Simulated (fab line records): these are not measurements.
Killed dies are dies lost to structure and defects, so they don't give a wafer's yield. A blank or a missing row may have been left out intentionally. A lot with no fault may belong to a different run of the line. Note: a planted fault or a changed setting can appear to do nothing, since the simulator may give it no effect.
fab line records | flow n5-finfet
[record] lots = 11 | wafers = 33 | last-day = 17
route steps=1938 shown BEOL_M15@1790 PASSIVATION@1936
lots that met no fault: taken from a fault-free run of the same line
start-h: the number of hours between the record's first day and the start of the first shown wafer of the lot | wait-h: hours from the lot's prior step to this one | " same as the row above | L1.1+2: a single row standing in for several wafers | - either no value or no given start | * or withheld: withheld | < > ~ a bound
route shown NAME@n: names a module that has steps shown in the file, with the first one's number in the route | usual: the fault-free wafers' mean and standard deviation | same: alike in all rows | chamber/n: place in a boat | sites: per-site readings | _std_site: standard deviation of those values | _edge_site: the outer-site mean with the inner-site mean subtracted | radius-mm: for every site, how far away it sits from the centre of the wafer | mask NAME#n: copy n | behind: the last tool/chamber to shape the wafer | hold: reason for holding the lot/hours on hold/outcome of the hold | device: the transistor (n, p or np) that didn't switch | end of line: the same wafers' tests at the end of the route | where a step has no rows: the recipe by itself | killed: at the first sort, the dies lost to defects and structure; wafer yield is something else | map: dies across one wafer; x = killed, . = not, _ = none there
set.NAME: setting as actually run; set.NAME@STEP: the setting as run at that earlier step | model.NAME: the simulator's own value behind a step, which no gauge read
one table for each step of the route and one row for each wafer, over a sample of lots
services: the hour from which a tool's chamber was out of use, counted from the record's first day as start-h (under 0 if before that day), plus the number of hours and why
[[steps]]
[step N5_BEOL_M15_STRIP_64]
[recipe] chemistry = O2 | power-w = 600 | temp-c = 60 | pressure-mtorr = 30 | rf-frequency-hz = 6e+07 | bias-power-w = 0 | overash-fraction = 0.3 | o2-flow-sccm = 225
[usual] chamber-pressure-mTorr = 29.998/0.026 | drypump-motor-current-A = 5.6/0.48 | oes-product-au = 0.74/0.063 | rf-vpp-V = 3.7/0.53 | showerhead-plenum-p-Torr = 2.10/0.094 | throttle-valve-pct = 16.81/0.24
lot.wafer | tool        | chamber | start-h | wait-h | chamber-pressure-mTorr | drypump-motor-current-A | oes-product-au | rf-hours-counter-h | rf-vpp-V | showerhead-plenum-p-Torr | throttle-valve-pct
L672.1    | rie-diel-02 | 1       | -       | -      | 30.017                 | 4.9                     | 0.68           | 225                | 3.6      | 1.98                     | 16.41
L672.2    | "           | 0       | "       | "      | 29.949                 | 5.3                     | 0.71           | 191                | 4.4      | 2.07                     | 16.89
L672.4    | "           | 2       | "       | "      | 29.970                 | 6.1                     | 0.77           | 133                | 3.4      | 1.93                     | 17.01
L673.1    | rie-diel-03 | 0       | -       | -      | 29.971                 | 5.3                     | 0.72           | 200                | 3.9      | 2.08                     | 16.98
L673.3    | "           | 1       | "       | "      | 29.972                 | 5.2                     | 0.72           | 178                | 2.9      | 2.09                     | 16.98
L673.4    | "           | 2       | "       | "      | 29.977                 | 6.5                     | 0.72           | 179                | 4.2      | 2.16                     | 16.51
L674.2    | rie-diel-01 | 3       | -       | -      | 30.026                 | 5.2                     | 0.74           | 183                | 3.6      | 2.08                     | 16.92
L674.3    | "           | 2       | "       | "      | 29.993                 | 4.8                     | 0.90           | 45                 | 4.1      | 2.21                     | 16.56
L674.5    | "           | 1       | "       | "      | 29.978                 | 5.9                     | 0.83           | -                  | 2.8      | 2.22                     | 16.89
L677.1    | rie-diel-02 | 1       | -       | -      | 30.002                 | 4.9                     | 0.68           | 237                | 3.4      | 1.98                     | 16.46
L677.3    | "           | 0       | "       | "      | 29.991                 | 5.3                     | 0.71           | 204                | 3.9      | 2.06                     | 16.91
L677.4    | "           | 3       | "       | "      | 30.013                 | 5.6                     | 0.82           | 88                 | 4.4      | 2.19                     | 16.58
L675.2    | rie-diel-01 | 2       | -       | -      | 30.002                 | 4.8                     | 0.87           | 50                 | 3.9      | 2.21                     | 16.57
L675.5    | "           | 0       | "       | "      | 30.005                 | 6.1                     | 0.68           | -                  | 4.8      | 2.17                     | 16.87
L675.6    | "           | 1       | "       | "      | 30.000                 | 5.8                     | 0.81           | -                  | 3.8      | 2.22                     | 16.91
L686.3    | rie-diel-03 | 0       | -       | -      | 30.031                 | 5.3                     | 0.70           | 231                | 3.6      | 2.07                     | 17.05
L686.5    | "           | 2       | "       | "      | 29.978                 | 6.4                     | 0.71           | -                  | 3.7      | 2.15                     | 16.57
L686.6    | "           | 3       | "       | "      | 29.973                 | 5.8                     | 0.73           | -                  | 4.1      | 2.18                     | 16.81
L692.1    | rie-diel-02 | 3       | -       | -      | 30.007                 | 5.6                     | 0.78           | 118                | 3.6      | 2.18                     | 16.62
L692.4    | "           | 2       | "       | "      | 29.997                 | 6.1                     | 0.73           | 174                | 3.4      | 1.92                     | 17.08
L692.6    | "           | 2       | "       | "      | 29.972                 | 6.1                     | 0.73           | -                  | 4.7      | 1.92                     | 17.10
L690.4    | rie-diel-01 | 1       | -       | -      | 30.026                 | 5.8                     | 0.79           | 91                 | 2.7      | 2.21                     | 16.94
L690.5    | "           | 2       | "       | "      | 29.970                 | 4.8                     | 0.84           | -                  | 2.5      | 2.21                     | 16.61
L690.6    | "           | 1       | "       | "      | 29.990                 | 5.8                     | 0.80           | -                  | 3.0      | 2.21                     | 16.93
L694.1    | rie-diel-02 | 0       | -       | -      | 30.033                 | 5.3                     | 0.69           | 239                | 3.4      | 2.05                     | 16.95
L694.3    | "           | 3       | "       | "      | 30.066                 | 5.6                     | 0.77           | 124                | 4.0      | 2.18                     | 16.65
L694.5    | "           | 3       | "       | "      | 30.001                 | 5.6                     | 0.77           | -                  | 2.6      | 2.18                     | 16.64
L695.3    | rie-diel-03 | 1       | -       | -      | 30.023                 | 5.2                     | 0.70           | 215                | 3.4      | 2.08                     | 17.03
L695.4    | "           | 2       | "       | "      | 30.032                 | 6.4                     | 0.70           | 223                | 3.3      | 2.14                     | 16.58
L695.6    | "           | 0       | "       | "      | 30.056                 | 5.3                     | 0.70           | -                  | 3.4      | 2.06                     | 17.08
L693.1    | rie-diel-02 | 2       | -       | -      | 29.972                 | 6.1                     | 0.72           | 182                | 3.6      | 1.92                     | 17.12
L693.3    | "           | 3       | "       | "      | 29.987                 | 5.6                     | 0.78           | 127                | 3.6      | 2.18                     | 16.64
L693.4    | "           | 0       | "       | "      | 29.955                 | 5.3                     | 0.69           | 241                | 3.1      | 2.05                     | 16.96
[step N5_BEOL_M15_STRIP_65]
[recipe] chemistry = post-etch-residue-remover | time-s = 60 | temp-c = 25 | remover-ph = withheld | remover-water-wt-pct = withheld | remover-fluoride-wt-pct = withheld
lot.wafer  | tool         | chamber | start-h | wait-h
L672.1+2+4 | wet-bench-03 | 6,7,2   | 254.89  | -
L673.1+3+4 | wet-bench-05 | 4,2,5   | 260.68  | -
L674.2+3+5 | wet-bench-06 | 4,1,0   | 274.25  | -
L677.1+3+4 | wet-bench-03 | 1,6,7   | 293.13  | -
L675.2+5+6 | wet-bench-03 | 2,6,4   | 295.43  | -
L686.3+5+6 | wet-bench-05 | 2,5,6   | 352.59  | -
L692.1+4+6 | wet-bench-06 | 6,3,4   | 371.67  | -
L690.4+5+6 | wet-bench-05 | 5,6,0   | 372.83  | -
L694.1+3+5 | wet-bench-03 | 0,5,6   | 392.42  | -
L695.3+4+6 | wet-bench-03 | 1,7,4   | 396.63  | -
L693.1+3+4 | wet-bench-05 | 0,6,7   | 401.11  | -
[step N5_BEOL_M15_OVL_MEAS_29]
[recipe] points-per-wafer = 44
[usual] M15_OVL = -3/6.6
lot.wafer | tool       | chamber | start-h | wait-h | M15_OVL[nm]
L672.1    | overlay-02 | 0       | 255.86  | 0.0    | -8
L672.2    | "          | 0       | "       | "      | -10
L672.4    | "          | 0       | "       | "      | -10
L673.1    | overlay-02 | 0       | 261.65  | 0.0    | -3
L673.3    | "          | 0       | "       | "      | -7
L673.4    | "          | 0       | "       | "      | -16
L674.2    | overlay-01 | 0       | 275.27  | 0.0    | -1
L674.3    | "          | 0       | "       | "      | -5
L674.5    | "          | 0       | "       | "      | 0
L677.1    | overlay-01 | 0       | 294.22  | 0.0    | -12
L677.3    | "          | 0       | "       | "      | -6
L677.4    | "          | 0       | "       | "      | -8
L675.2    | overlay-01 | 0       | 296.39  | 0.0    | -2
L675.5    | "          | 0       | "       | "      | -4
L675.6    | "          | 0       | "       | "      | 0
L686.3    | overlay-01 | 0       | 353.80  | 0.0    | -5
L686.5    | "          | 0       | "       | "      | -1
L686.6    | "          | 0       | "       | "      | -7
L692.1    | overlay-01 | 0       | 372.76  | 0.0    | 3
L692.4    | "          | 0       | "       | "      | 7
L692.6    | "          | 0       | "       | "      | -2
L690.4    | overlay-02 | 0       | 373.79  | 0.0    | -3
L690.5    | "          | 0       | "       | "      | 1
L690.6    | "          | 0       | "       | "      | 3
L694.1    | overlay-02 | 0       | 393.39  | 0.0    | 1
L694.3    | "          | 0       | "       | "      | 13
L694.5    | "          | 0       | "       | "      | 7
L695.3    | overlay-02 | 0       | 397.90  | 0.0    | -5
L695.4    | "          | 0       | "       | "      | -7
L695.6    | "          | 0       | "       | "      | -4
L693.1    | overlay-01 | 0       | 402.21  | 0.0    | 0
L693.3    | "          | 0       | "       | "      | 0
L693.4    | "          | 0       | "       | "      | -11
[step N5_BEOL_M15_INSPECT_30]
[recipe] mode = adi | inspect-instrument = macro
[usual] raw-defect-count = 2.2/1.5
lot.wafer | tool              | chamber | start-h | wait-h | raw-defect-count
L672.1    | defect-inspect-02 | -       | 255.88  | 0.0    | 5
L672.2    | "                 | -       | "       | "      | 1
L672.4    | "                 | -       | "       | "      | 5
L673.1    | defect-inspect-01 | -       | 261.67  | 0.0    | 4
L673.3    | "                 | -       | "       | "      | 4
L673.4    | "                 | -       | "       | "      | 3
L674.2    | defect-inspect-01 | -       | 275.29  | 0.0    | 3
L674.3    | "                 | -       | "       | "      | 1
L674.5    | "                 | -       | "       | "      | 2
L677.1    | defect-inspect-02 | -       | 294.25  | 0.0    | 5
L677.3    | "                 | -       | "       | "      | 1
L677.4    | "                 | -       | "       | "      | 3
L675.2    | defect-inspect-01 | -       | 296.42  | 0.0    | 271
L675.5    | "                 | -       | "       | "      | 6
L675.6    | "                 | -       | "       | "      | 1
L686.3    | defect-inspect-01 | -       | 353.82  | 0.0    | 2
L686.5    | "                 | -       | "       | "      | 2
L686.6    | "                 | -       | "       | "      | 3
L692.1    | defect-inspect-02 | -       | 372.78  | 0.0    | 2
L692.4    | "                 | -       | "       | "      | 6
L692.6    | "                 | -       | "       | "      | 1
L690.4    | defect-inspect-01 | -       | 373.82  | 0.0    | 0
L690.5    | "                 | -       | "       | "      | 1
L690.6    | "                 | -       | "       | "      | 2
L694.1    | defect-inspect-02 | -       | 393.41  | 0.0    | 3
L694.3    | "                 | -       | "       | "      | 3
L694.5    | "                 | -       | "       | "      | 2
L695.3    | defect-inspect-02 | -       | 397.93  | 0.0    | 4
L695.4    | "                 | -       | "       | "      | 4
L695.6    | "                 | -       | "       | "      | 3
L693.1    | defect-inspect-02 | -       | 402.23  | 0.0    | 4
L693.3    | "                 | -       | "       | "      | 3
L693.4    | "                 | -       | "       | "      | 3
[step N5_BEOL_M15_DEGAS_41]
[recipe] ambient = vacuum | temp-c = 300 | time-s = 60
[usual] heater-power-w = 488/30
lot.wafer | tool           | chamber | start-h | wait-h | heater-power-w
L672.1    | pvd-sputter-01 | -       | 257.65  | 0.5    | 476
L672.2    | "              | -       | "       | "      | 477
L672.4    | "              | -       | "       | "      | 449
L673.1    | pvd-sputter-03 | -       | 267.11  | 0.4    | 452
L673.3    | "              | -       | "       | "      | 471
L673.4    | "              | -       | "       | "      | 489
L674.2    | pvd-sputter-03 | -       | 276.85  | 0.5    | 455
L674.3    | "              | -       | "       | "      | 480
L674.5    | "              | -       | "       | "      | 461
L675.2    | pvd-sputter-03 | -       | 301.06  | 0.4    | 469
L675.5    | "              | -       | "       | "      | 557
L675.6    | "              | -       | "       | "      | 472
L677.1    | pvd-sputter-01 | -       | 301.06  | 0.4    | 457
L677.3    | "              | -       | "       | "      | 475
L677.4    | "              | -       | "       | "      | 501
L686.3    | pvd-sputter-01 | -       | 359.35  | 0.3    | 450
L686.5    | "              | -       | "       | "      | 508
L686.6    | "              | -       | "       | "      | 488
L692.1    | pvd-sputter-03 | -       | 374.61  | 0.5    | 469
L692.4    | "              | -       | "       | "      | 470
L692.6    | "              | -       | "       | "      | 548
L690.4    | pvd-sputter-03 | -       | 375.23  | 0.6    | 470
L690.5    | "              | -       | "       | "      | 498
L690.6    | "              | -       | "       | "      | 470
L694.1    | pvd-sputter-02 | -       | 394.11  | 0.0    | 523
L694.3    | "              | -       | "       | "      | 500
L694.5    | "              | -       | "       | "      | 469
L695.3    | pvd-sputter-01 | -       | 399.18  | 0.1    | 517
L695.4    | "              | -       | "       | "      | 464
L695.6    | "              | -       | "       | "      | 447
L693.1    | pvd-sputter-03 | -       | 403.57  | 0.3    | 452
L693.3    | "              | -       | "       | "      | 486
L693.4    | "              | -       | "       | "      | 457
[step N5_PASSIVATION_PROBE_49]
[usual] defect-limited-yield = 91.6/1.2 | killed_at_M0_to_M3 = 33/9.4 | killed_at_M4_up = 13/5.2 | killed-at-contacts = 13/5.6 | killed-at-front-end = 37/9.5 | killed-at-other = 4/3.1 | killed-dies = 99/15 | killed-on-rim = 13/3.6 | killed-open = 65/11 | killed-short = 32/7.5 | sort_bin_5_function = 4.9/0.77 | sort_bin_6_memory = 3.1/0.65 | sort_bin_8_speed = 0.01/0.056 | sort-n-pass = 1081/15 | sort-yield-pct = 91.6/1.2
[same] gross-dies = 1180 | killed-at-back-side = 0 | sort_bin_4_leakage[%] = 0
lot.wafer | tool      | chamber | start-h | wait-h | defect-limited-yield[%] | killed_at_M0_to_M3 | killed_at_M4_up | killed-at-contacts | killed-at-front-end | killed-at-other | killed-dies | killed-on-rim | killed-open | killed-short | sort_bin_5_function[%] | sort_bin_6_memory[%] | sort_bin_8_speed[%] | sort-n-pass | sort-yield-pct[%]
L674.2    | prober-01 | -       | 292.36  | 0.1    | 92.8                    | 32                 | 7               | 12                 | 34                  | 0               | 85          | 8             | 58          | 25           | 4.0                    | 3.1                  | 0                   | 1095        | 92.8
L674.3    | prober-01 | -       | 292.41  | 0.1    | 91.1                    | 28                 | 12              | 16                 | 48                  | 1               | 105         | 16            | 79          | 25           | 4.9                    | 3.9                  | 0                   | 1075        | 91.1
L674.5    | prober-01 | -       | 292.51  | 0.2    | 91.9                    | 24                 | 13              | 19                 | 37                  | 3               | 96          | 4             | 57          | 31           | 4.3                    | 2.7                  | 0                   | 1084        | 91.9
L675.2    | prober-02 | -       | 317.64  | 0.1    | 87.7                    | 26                 | 73              | 11                 | 33                  | 2               | 145         | 24            | 62          | 24           | 7.3                    | 3.8                  | 0                   | 1035        | 87.7
L675.5    | prober-02 | -       | 317.79  | 0.2    | 94.0                    | 18                 | 5               | 14                 | 30                  | 4               | 71          | 8             | 41          | 30           | 3.6                    | 2.1                  | 0                   | 1109        | 94.0
L675.6    | prober-02 | -       | 317.84  | 0.3    | 90.8                    | 21                 | 13              | 22                 | 48                  | 4               | 108         | 14            | 77          | 30           | 5.8                    | 3.2                  | 0                   | 1072        | 90.8
L686.3    | prober-02 | -       | 374.46  | 0.1    | 90.5                    | 43                 | 18              | 12                 | 39                  | 0               | 112         | 17            | 80          | 31           | 5.3                    | 4.0                  | 0                   | 1068        | 90.5
L686.5    | prober-02 | -       | 374.56  | 0.2    | 92.8                    | 22                 | 18              | 6                  | 39                  | 0               | 85          | 15            | 52          | 33           | 4.1                    | 3.0                  | 0                   | 1095        | 92.8
L686.6    | prober-02 | -       | 374.61  | 0.3    | 91.2                    | 43                 | 14              | 10                 | 35                  | 2               | 104         | 19            | 57          | 46           | 5.0                    | 3.4                  | 0                   | 1076        | 91.2
L690.5    | prober-01 | -       | 394.11  | 0.2    | 90.9                    | 48                 | 14              | 9                  | 34                  | 2               | 107         | 13            | 74          | 33           | 5.6                    | 3.3                  | 0                   | 1073        | 90.9
L690.6    | prober-01 | -       | 394.16  | 0.3    | 91.9                    | 28                 | 14              | 11                 | 40                  | 2               | 95          | 15            | 60          | 34           | 4.4                    | 3.3                  | 0                   | 1085        | 91.9
L694.1    | prober-01 | -       | 408.84  | 0.0    | 90.2                    | 29                 | 14              | 18                 | 53                  | 2               | 116         | 15            | 83          | 33           | 6.1                    | 3.6                  | 0                   | 1064        | 90.2
L694.3    | prober-01 | -       | 408.94  | 0.1    | 92.1                    | 22                 | 4               | 5                  | 54                  | 8               | 93          | 19            | 61          | 32           | 5.0                    | 2.7                  | 0                   | 1087        | 92.1
L694.5    | prober-01 | -       | 409.04  | 0.2    | 92.0                    | 34                 | 17              | 12                 | 22                  | 9               | 94          | 14            | 60          | 34           | 4.7                    | 2.8                  | 0                   | 1086        | 92.0
// killed by level:class
L674.2 MOL_CONTACT_COAG:geometric-particle:open=10 BEOL_M1:geometric-particle:open=10 FIN_SAQP:geometric-particle:short=9 FIN_SAQP:geometric-particle:open=7 BEOL_M3:geometric-particle:open=7 STI_FIN_REVEAL:geometric-particle:open=6 BEOL_M0_SAQP:geometric-particle:open=4 STI_FIN_REVEAL:geometric-particle:short=3
L674.3 STI_FIN_REVEAL:geometric-particle:open=17 MOL_CONTACT_COAG:geometric-particle:open=15 BEOL_M3:geometric-particle:open=8 DUMMY_GATE:geometric-particle:open=7 BEOL_M4:geometric-particle:open=7 BEOL_M0_SAQP:geometric-particle:open=6 FIN_SAQP:geometric-particle:open=5 FIN_SAQP:geometric-particle:short=4
L674.5 MOL_CONTACT_COAG:geometric-particle:open=14 FIN_SAQP:geometric-particle:short=6 BEOL_M3:geometric-particle:open=6 HKMG_FIN:area-etch=6 DUMMY_GATE:geometric-particle:open=5 GATE_CUT:geometric-particle:open=5 MOL_CONTACT_COAG:geometric-particle:short=5 FIN_SAQP:geometric-particle:open=4
L675.2 BEOL_M15:unspecified=59 MOL_CONTACT_COAG:geometric-particle:open=9 DUMMY_GATE:geometric-particle:open=8 BEOL_M3:geometric-particle:open=7 BEOL_M4:geometric-particle:open=7 BEOL_M0_SAQP:geometric-particle:short=6 FIN_SAQP:geometric-particle:open=4 STARTING-WAFER:geometric-particle:short=4
L675.5 FIN_SAQP:geometric-particle:short=10 MOL_CONTACT_COAG:geometric-particle:open=8 MOL_CONTACT_COAG:geometric-particle:short=6 BEOL_M1:geometric-particle:open=6 FIN_SAQP:geometric-particle:open=5 STARTING-WAFER:geometric-particle:open=4 BEOL_M0:geometric-particle:open=3 BEOL_M3:geometric-particle:open=3
L675.6 STI_FIN_REVEAL:geometric-particle:open=17 MOL_CONTACT_COAG:geometric-particle:open=17 FIN_SAQP:geometric-particle:open=8 BEOL_M3:geometric-particle:open=8 FIN_SAQP:geometric-particle:short=6 BEOL_M4:geometric-particle:open=6 MOL_CONTACT_COAG:geometric-particle:short=5 STARTING-WAFER:geometric-particle:open=4
L686.3 BEOL_M4:geometric-particle:open=12 FIN_SAQP:geometric-particle:open=11 MOL_CONTACT_COAG:geometric-particle:open=11 BEOL_M0_SAQP:geometric-particle:open=9 BEOL_M1:geometric-particle:open=8 SPACER0:geometric-particle:open=7 BEOL_M0_SAQP:geometric-particle:short=7 BEOL_M1:geometric-particle:short=4
L686.5 FIN_SAQP:geometric-particle:open=6 DUMMY_GATE:geometric-particle:open=6 BEOL_M1:geometric-particle:open=6 MOL_CONTACT_COAG:geometric-particle:open=5 BEOL_M4:geometric-particle:open=5 STARTING-WAFER:geometric-particle:short=5 STI_FIN_REVEAL:geometric-particle:open=4 BEOL_M1:geometric-particle:short=4
L686.6 BEOL_M0_SAQP:geometric-particle:short=12 BEOL_M0_SAQP:geometric-particle:open=11 FIN_SAQP:geometric-particle:open=9 MOL_CONTACT_COAG:geometric-particle:open=8 BEOL_M3:geometric-particle:open=7 SPACER0:geometric-particle:open=6 BEOL_M1:geometric-particle:open=6 FIN_SAQP:geometric-particle:short=5
L690.5 BEOL_M1:geometric-particle:open=15 FIN_SAQP:geometric-particle:open=11 BEOL_M0_SAQP:geometric-particle:open=10 MOL_CONTACT_COAG:geometric-particle:open=9 BEOL_M0_SAQP:geometric-particle:short=8 BEOL_M1:geometric-particle:short=7 FIN_SAQP:geometric-particle:short=6 DUMMY_GATE:geometric-particle:open=5
L690.6 FIN_SAQP:geometric-particle:open=15 BEOL_M0_SAQP:geometric-particle:short=11 MOL_CONTACT_COAG:geometric-particle:open=7 DUMMY_GATE:geometric-particle:open=6 STI_FIN_REVEAL:geometric-particle:open=6 BEOL_M0_SAQP:geometric-particle:open=6 BEOL_M4:geometric-particle:short=5 MOL_CONTACT_COAG:geometric-particle:short=4
L694.1 MOL_CONTACT_COAG:geometric-particle:open=16 STI_FIN_REVEAL:geometric-particle:open=15 BEOL_M2:geometric-particle:open=13 FIN_SAQP:geometric-particle:open=8 BEOL_M4:geometric-particle:open=8 BEOL_M0_SAQP:geometric-particle:short=7 FIN_SAQP:geometric-particle:short=5 STI_FIN_REVEAL:geometric-particle:short=5
L694.3 FIN_SAQP:geometric-particle:open=18 FIN_SAQP:geometric-particle:short=9 BEOL_M2:geometric-particle:open=7 STI_FIN_REVEAL:geometric-particle:open=6 BEOL_M0_SAQP:geometric-particle:short=6 STARTING-WAFER:geometric-particle:short=6 MOL_CONTACT_COAG:geometric-particle:open=5 BEOL_M1:geometric-particle:open=5
L694.5 BEOL_M4:geometric-particle:open=11 BEOL_M0_SAQP:geometric-particle:short=11 MOL_CONTACT_COAG:geometric-particle:open=8 BEOL_M3:geometric-particle:open=7 STI_FIN_REVEAL:geometric-particle:open=5 PASS1_CAP:geometric-particle:open=5 DUMMY_GATE:geometric-particle:open=4 MOL_CONTACT_COAG:geometric-particle:short=4
[[services]]
tool           | chamber | start-h | hours | kind
pvd-sputter-02 | -       | 238.19  | 1.5   | repair
rie-diel-01    | -       | 250.99  | 1.8   | repair
pvd-sputter-02 | -       | 285.64  | 5.0   | repair
rie-diel-02    | 2       | 286.38  | 3.2   | repair
rie-diel-03    | 3       | 322.36  | 15.4  | repair
rie-diel-02    | 1       | 334.87  | -     | clean
rie-diel-02    | 1       | 334.87  | -     | consumable-replace:focus-ring
rie-diel-02    | 1       | 334.87  | -     | consumable-replace:showerhead
rie-diel-02    | 1       | 334.87  | 27.6  | scheduled-down
rie-diel-02    | 1       | 334.87  | 27.6  | vent-cycle
rie-diel-03    | 1       | 337.77  | 14.5  | repair
pvd-sputter-03 | -       | 338.72  | 1.8   | repair
rie-diel-01    | -       | 341.60  | 14.6  | pm
rie-diel-03    | 0       | 382.92  | 3.2   | repair
wet-bench-06   | -       | 388.90  | 3.7   | repair
rie-diel-03    | 2       | 389.57  | 5.6   | repair
pvd-sputter-01 | -       | 400.66  | 0.8   | repair
[[key]]
[first-sign] step = N5_BEOL_M15_INSPECT_30 | reading = raw-defect-count | direction = up | sigmas = 99+ | usual = 2.2 | struck = 271
[effect] step = N5_PASSIVATION_PROBE_49 | reading = killed_at_M4_up | direction = up | sigmas = 12 | usual = 13 | struck = 73
[more-kills-born-at] N5_BEOL_M15_STRIP_65@wet-bench-03 = 59
met-at N5_BEOL_M15_STRIP_65
struck-lots L675
struck-wafers L675.2
not-acting-at N5_BEOL_M15_STRIP_64,N5_BEOL_M15_OVL_MEAS_29,N5_BEOL_M15_DEGAS_41
onset-between 254.89 295.43
[fault] kind = chamber-particle-source | tool = wet-bench-03 | chamber = 2 | onset-h = 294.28 | steps = N5_BEOL_M15_STRIP_65 | rate-per-visit-cm2 = 0.42463 | end-h = 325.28
